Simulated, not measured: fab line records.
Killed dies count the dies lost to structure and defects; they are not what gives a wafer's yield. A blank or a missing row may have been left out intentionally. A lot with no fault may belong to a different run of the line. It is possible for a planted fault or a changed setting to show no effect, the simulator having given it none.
Split-lot experiment || flow n5-finfet || on a route of 1938 steps: 7 lots, 21 wafers read

## THE SPLIT ITSELF
At N5_BEOL_M0_CUTY_EXPOSE_54 (exposes mask M0 ABLK), the setting dose-mj was moved away from the recipe's 36 on 7 of the 21 wafers read, by -7.1% to +2.0%. For the rest of the wafers, this setting stayed at what the recipe calls for.

## FROM THE SPLIT TO THE READING: what the file shows between them, 2 steps
- N5_BEOL_M0_CUTY_PEB_55: peb time 60 s
- N5_BEOL_M0_CUTY_DEVELOP_56: develop time 30 s

## THE READING
cd-nm, in nm, at N5_BEOL_M0_CUTY_CD_MEAS_57 (target cd 200 nm). Typical for fault-free wafers on this fab line: 200.0 nm, with standard deviation 0.84 nm.

{"wafer": "L074.3", "tool, chamber at the split": "arfi-scanner-03, 0", "dose-mj as run": 36, "against the recipe": "recipe", "cd-nm, nm": 199.8, "against lot-mates on the recipe": "-"}
{"wafer": "L074.4", "tool, chamber at the split": "arfi-scanner-03, 0", "dose-mj as run": 36, "against the recipe": "recipe", "cd-nm, nm": 199.6, "against lot-mates on the recipe": "-"}
{"wafer": "L074.6", "tool, chamber at the split": "arfi-scanner-03, 0", "dose-mj as run": 36, "against the recipe": "recipe", "cd-nm, nm": 198.9, "against lot-mates on the recipe": "-"}
{"wafer": "L077.1", "tool, chamber at the split": "arfi-scanner-03, 0", "dose-mj as run": 36.73, "against the recipe": "+2.0%", "cd-nm, nm": 199.3, "against lot-mates on the recipe": -2.1}
{"wafer": "L077.4", "tool, chamber at the split": "arfi-scanner-03, 0", "dose-mj as run": 36, "against the recipe": "recipe", "cd-nm, nm": 201.4, "against lot-mates on the recipe": "-"}
{"wafer": "L077.5", "tool, chamber at the split": "arfi-scanner-03, 0", "dose-mj as run": 36.73, "against the recipe": "+2.0%", "cd-nm, nm": 199.3, "against lot-mates on the recipe": -2.1}
{"wafer": "L080.1", "tool, chamber at the split": "arfi-scanner-02, 0", "dose-mj as run": 33.46, "against the recipe": "-7.1%", "cd-nm, nm": 204.0, "against lot-mates on the recipe": "+3.5"}
{"wafer": "L080.4", "tool, chamber at the split": "arfi-scanner-02, 0", "dose-mj as run": 33.46, "against the recipe": "-7.1%", "cd-nm, nm": 204.5, "against lot-mates on the recipe": "+4.0"}
{"wafer": "L080.5", "tool, chamber at the split": "arfi-scanner-02, 0", "dose-mj as run": 36, "against the recipe": "recipe", "cd-nm, nm": 200.5, "against lot-mates on the recipe": "-"}
{"wafer": "L081.1", "tool, chamber at the split": "arfi-scanner-02, 0", "dose-mj as run": 36, "against the recipe": "recipe", "cd-nm, nm": 199.8, "against lot-mates on the recipe": "-"}
{"wafer": "L081.2", "tool, chamber at the split": "arfi-scanner-02, 0", "dose-mj as run": 36, "against the recipe": "recipe", "cd-nm, nm": 201.0, "against lot-mates on the recipe": "-"}
{"wafer": "L081.3", "tool, chamber at the split": "arfi-scanner-02, 0", "dose-mj as run": 36, "against the recipe": "recipe", "cd-nm, nm": 199.5, "against lot-mates on the recipe": "-"}
{"wafer": "L085.1", "tool, chamber at the split": "arfi-scanner-03, 0", "dose-mj as run": 36, "against the recipe": "recipe", "cd-nm, nm": 200.4, "against lot-mates on the recipe": "-"}
{"wafer": "L085.4", "tool, chamber at the split": "arfi-scanner-03, 0", "dose-mj as run": 34.4, "against the recipe": "-4.4%", "cd-nm, nm": 203.8, "against lot-mates on the recipe": "+3.2"}
{"wafer": "L085.6", "tool, chamber at the split": "arfi-scanner-03, 0", "dose-mj as run": 36, "against the recipe": "recipe", "cd-nm, nm": 200.8, "against lot-mates on the recipe": "-"}
{"wafer": "L093.2", "tool, chamber at the split": "arfi-scanner-02, 0", "dose-mj as run": 36, "against the recipe": "recipe", "cd-nm, nm": 199.4, "against lot-mates on the recipe": "-"}
{"wafer": "L093.4", "tool, chamber at the split": "arfi-scanner-02, 0", "dose-mj as run": 36, "against the recipe": "recipe", "cd-nm, nm": 198.2, "against lot-mates on the recipe": "-"}
{"wafer": "L093.5", "tool, chamber at the split": "arfi-scanner-02, 0", "dose-mj as run": 36, "against the recipe": "recipe", "cd-nm, nm": 198.5, "against lot-mates on the recipe": "-"}
{"wafer": "L097.1", "tool, chamber at the split": "arfi-scanner-03, 0", "dose-mj as run": 35.16, "against the recipe": "-2.3%", "cd-nm, nm": 201.9, "against lot-mates on the recipe": "+1.4"}
{"wafer": "L097.2", "tool, chamber at the split": "arfi-scanner-03, 0", "dose-mj as run": 35.16, "against the recipe": "-2.3%", "cd-nm, nm": 201.1, "against lot-mates on the recipe": "+0.6"}
{"wafer": "L097.6", "tool, chamber at the split": "arfi-scanner-03, 0", "dose-mj as run": 36, "against the recipe": "recipe", "cd-nm, nm": 200.5, "against lot-mates on the recipe": "-"}

THE FIT
A straight line over all 21 wafers: cd-nm changes by -0.625 nm for each +1% of dose-mj; r = -0.88; the points scatter about the line by 0.86 nm.
The same after taking each lot's own level away (the mean of its wafers on the recipe; 21 wafers): -0.6 nm for each +1%; r = -0.95; scatter 0.52 nm.
On that fit, the largest move of dose-mj shifts the reading by 4.2 nm.
From 198.70 to 201.40 nm: that is the span of the lots' own levels, equal to 3.2 times the standard deviation above.
Hence the lot-to-lot level has little effect on the slope; both slopes agree.
Check: for one of the wafers moved furthest among these (-7.1%), held out of the fit, the line's prediction against its lot-mates is +4.42 nm. It came out at +3.5 nm against them.

## THE OTHER SPLITS THESE WAFERS WENT THROUGH
Note: prior to the reading, these wafers also went through further splits. Each is held against what the fit with the lots' levels taken away leaves over:
{"other split on the same wafers": "N5_BEOL_M0_CUTY_COAT_51 spin-rpm", "wafers away from the commonest value": 9, "r with cd-nm (lot level and that fit taken away)": -0.02}

## THE WHOLE CHAIN: every reading that the file lists as answering this split, in the file's order
{"step": "N5_BEOL_M0_CUTY_CD_MEAS_57", "what it does": "target cd 200 nm", "reading": "cd-nm", "change (the file's fit)": "-0.603 nm for each +1% of the setting", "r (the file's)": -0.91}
{"step": "N5_BEOL_M0_CUTY_ETCH_62", "what it does": "etches SiARC in CF4, time 58.5 s", "reading": "BEOL_M0_CUTY.cd-offset-nm (the simulator's own value, which no gauge read)", "change (the file's fit)": "-0.664 nm for each +1% of the setting", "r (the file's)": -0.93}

## THE FILE'S OWN FIT
cd-nm changes by -0.603 nm for each +1% of dose-mj, r = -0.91.
